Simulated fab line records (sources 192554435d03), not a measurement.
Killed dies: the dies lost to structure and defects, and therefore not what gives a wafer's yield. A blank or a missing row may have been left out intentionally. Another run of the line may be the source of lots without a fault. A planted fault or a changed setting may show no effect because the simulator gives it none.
Split-lot study    flow n5Finfet    21 wafers read from 7 lots, route of 1938 steps

== ABOUT THE SPLIT ==
At N5_FIN_SAQP_EXPOSE_13 (exposes mask FIN CORE, target cd 35.6 nm), the setting doseMj was moved away from the recipe's 63.25 on 10 of the 21 wafers read, by -7.1% to +7.2%. All remaining wafers had this setting at the recipe value.

== FROM THE SPLIT TO THE READING: what the file shows between them, 2 steps ==
- N5_FIN_SAQP_PEB_14: peb time 60 s
- N5_FIN_SAQP_DEVELOP_15: develop time 30 s

== THE READING ==
cdNm (nm) at N5_FIN_SAQP_CD_MEAS_16, where the cd target is 35.6 nm. A value of 35.8 nm with a standard deviation of 0.34 nm is what fault-free wafers of this fab line usually give.

wafer   tool, chamber at the split  doseMj as run  against the recipe  cdNm, nm  against lot-mates on the recipe
L075.1  arfiScanner-01, 0           67.01          +5.9%               34.1      -1.0
L075.2  arfiScanner-01, 0           63.25          recipe              35.1      -
L075.3  arfiScanner-01, 0           67.01          +5.9%               33.7      -1.4
L076.1  arfiScanner-03, 0           58.78          -7.1%               38.1      +2.0
L076.3  arfiScanner-03, 0           63.25          recipe              36.1      -
L076.6  arfiScanner-03, 0           58.78          -7.1%               38.0      +1.9
L080.1  arfiScanner-02, 0           63.25          recipe              36.2      -
L080.2  arfiScanner-02, 0           59.76          -5.5%               37.5      +1.4
L080.4  arfiScanner-02, 0           63.25          recipe              36.0      -
L082.1  arfiScanner-03, 0           59.89          -5.3%               37.0      +1.2
L082.3  arfiScanner-03, 0           63.25          recipe              35.9      -
L082.5  arfiScanner-03, 0           63.25          recipe              35.7      -
L088.3  arfiScanner-01, 0           61.2           -3.2%               37.2      +1.1
L088.4  arfiScanner-01, 0           61.2           -3.2%               36.7      +0.6
L088.6  arfiScanner-01, 0           63.25          recipe              36.1      -
L094.2  arfiScanner-03, 0           63.25          recipe              35.9      -
L094.4  arfiScanner-03, 0           63.25          recipe              35.8      -
L094.6  arfiScanner-03, 0           63.25          recipe              35.7      -
L096.2  arfiScanner-02, 0           67.78          +7.2%               33.8      -1.9
L096.4  arfiScanner-02, 0           67.78          +7.2%               34.6      -1.1
L096.6  arfiScanner-02, 0           63.25          recipe              35.7      -

FIT RESULTS
A straight line over all 21 wafers: cdNm changes by -0.284 nm for each +1% of doseMj; r = -0.96; the points scatter about the line by 0.33 nm.
The same after taking each lot's own level away (the mean of its wafers on the recipe; 21 wafers): -0.234 nm for each +1%; r = -0.98; scatter 0.21 nm.
According to that fit, moving doseMj by its largest amount changes the reading by 1.7 nm.
Across the lots, their own levels run from 35.10 to 36.10 nm, a range of 2.9 times the standard deviation given above.
Hence the slope depends on the lot-to-lot level, as the two fits are not the same.
Check: with one of the wafers moved furthest among these (+7.2%) left out of the fit, the line predicts -1.52 nm for it against its lot-mates. Against them it came out at -1.9 nm.

== OTHER SPLITS ON THESE WAFERS ==
Before the reading, these wafers also passed through other splits. Each is held against what the fit with the lots' levels taken away leaves over:
other split on the same wafers  wafers away from the commonest value  r with cdNm (lot level and that fit taken away)
N5_WELL_APT_COAT_02 spinRpm     6                                     -0.13
N5_WELL_APT_PEB_23 pebTempC     5                                     +0.27
N5_WELL_APT_DESCUM_30 timeS     8                                     -0.32

== FILE'S OWN FIT ==
cdNm changes by -0.231 nm for each +1% of doseMj, r = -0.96.
